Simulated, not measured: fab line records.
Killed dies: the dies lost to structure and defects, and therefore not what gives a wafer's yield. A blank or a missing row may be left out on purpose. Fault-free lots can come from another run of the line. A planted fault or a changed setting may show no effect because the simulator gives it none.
Split-lot study + flow n5 finfet + route with 1938 steps; 7 lots, 21 wafers read

== ABOUT THE SPLIT ==
At N5_SDB_ETCH_18 (etches SOC in N2/H2, target depth 100 nm, overetch 20 nm, time 150 s), the setting time s was moved away from the recipe's 150 s on 6 of the 21 wafers read, by -21.1% to +14.1%. All remaining wafers had this setting at the recipe value.

The split's own step is where the reading is taken.

== THE READING ==
SiARC_of_SDB_COAT_04.thk nm (the simulator's own value, which no gauge read), in nm, at N5_SDB_ETCH_18 (etches SOC in N2/H2, target depth 100 nm, overetch 20 nm, time 150 s). No usual value for it is given in the file. The 15 wafers here that ran the recipe average 12.7 nm, standard deviation 0.15 nm.

| wafer  | tool, chamber at the split | time s as run, s | against the recipe | SiARC_of_SDB_COAT_04.thk nm, nm | against lot-mates on the recipe |
|--------|----------------------------|------------------|--------------------|---------------------------------|---------------------------------|
| L076.1 | rie diel-04, 3             | 122.2            | -18.5%             | 13.6                            | +1.0                            |
| L076.4 | rie diel-04, 1             | 150              | recipe             | 12.6                            | -                               |
| L076.5 | rie diel-04, 1             | 150              | recipe             | 12.6                            | -                               |
| L084.1 | rie diel-03, 0             | 170.9            | +13.9%             | 12.2                            | -0.8                            |
| L084.4 | rie diel-03, 2             | 170.9            | +13.9%             | 12                              | -1.0                            |
| L084.5 | rie diel-03, 3             | 150              | recipe             | 13                              | -                               |
| L085.1 | rie diel-03, 3             | 150              | recipe             | 13                              | -                               |
| L085.3 | rie diel-03, 1             | 171.1            | +14.1%             | 12.2                            | -0.7                            |
| L085.5 | rie diel-03, 1             | 150              | recipe             | 12.8                            | -                               |
| L086.2 | rie diel-04, 1             | 129.2            | -13.9%             | 13.4                            | +0.8                            |
| L086.4 | rie diel-04, 2             | 150              | recipe             | 12.6                            | -                               |
| L086.5 | rie diel-04, 2             | 150              | recipe             | 12.6                            | -                               |
| L088.1 | rie diel-04, 3,2,3         | 150              | recipe             | 12.8                            | -                               |
| L088.4 | rie diel-04, 3,2,3         | 150              | recipe             | 12.8                            | -                               |
| L088.6 | rie diel-04, 3,2,3         | 150              | recipe             | 12.8                            | -                               |
| L089.2 | rie diel-01, 1,2           | 150              | recipe             | 12.6                            | -                               |
| L089.3 | rie diel-01, 1,2           | 150              | recipe             | 12.6                            | -                               |
| L089.6 | rie diel-01, 0             | 150              | recipe             | 13                              | -                               |
| L091.1 | rie diel-04, 3             | 150              | recipe             | 12.6                            | -                               |
| L091.4 | rie diel-04, 1             | 118.4            | -21.1%             | 13.6                            | +0.9                            |
| L091.6 | rie diel-04, 0             | 150              | recipe             | 12.8                            | -                               |
If several chambers appear in one row, that row covers several wafers at once and the file leaves open which wafer was in which chamber.

FIT RESULTS
A straight line over all 21 wafers: SiARC_of_SDB_COAT_04.thk nm changes by -0.0438 nm for each +1% of time s; r = -0.94; the points scatter about the line by 0.14 nm.
The same after taking each lot's own level away (the mean of its wafers on the recipe; 21 wafers): -0.0535 nm for each +1%; r = -0.97; scatter 0.12 nm.
The reading moves by 1.1 nm for the largest change in time s, on that fit.
Measured against the standard deviation above, the lots' own levels, which go from 12.60 to 13.00 nm, span 2.6 times it.
Thus the slope moves with the lot-to-lot level: the two fits are different.
Check: +1.2 nm against its lot-mates is what the line predicts for one of the wafers moved furthest among these (-21.1%) when that wafer is left out of the fit. Against them it came out at +0.9 nm.

== OTHER SPLITS APPLIED TO THESE WAFERS ==
Note: prior to the reading, these wafers also went through further splits. Each is held against what the fit with the lots' levels taken away leaves over:
| other split on the same wafers | wafers away from the commonest value | r with SiARC_of_SDB_COAT_04.thk nm (lot level and that fit taken away) |
|--------------------------------|--------------------------------------|------------------------------------------------------------------------|
| N5_SD_EPI_N_DESCUM_14 time s   | 8                                    | +0.07                                                                  |
| N5_SDB_EXPOSE_08 dose mj       | 8                                    | -0.05                                                                  |

== THE FILE'S OWN FIT ==
SiARC_of_SDB_COAT_04.thk nm changes by -0.0517 nm for each +1% of time s, r = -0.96.
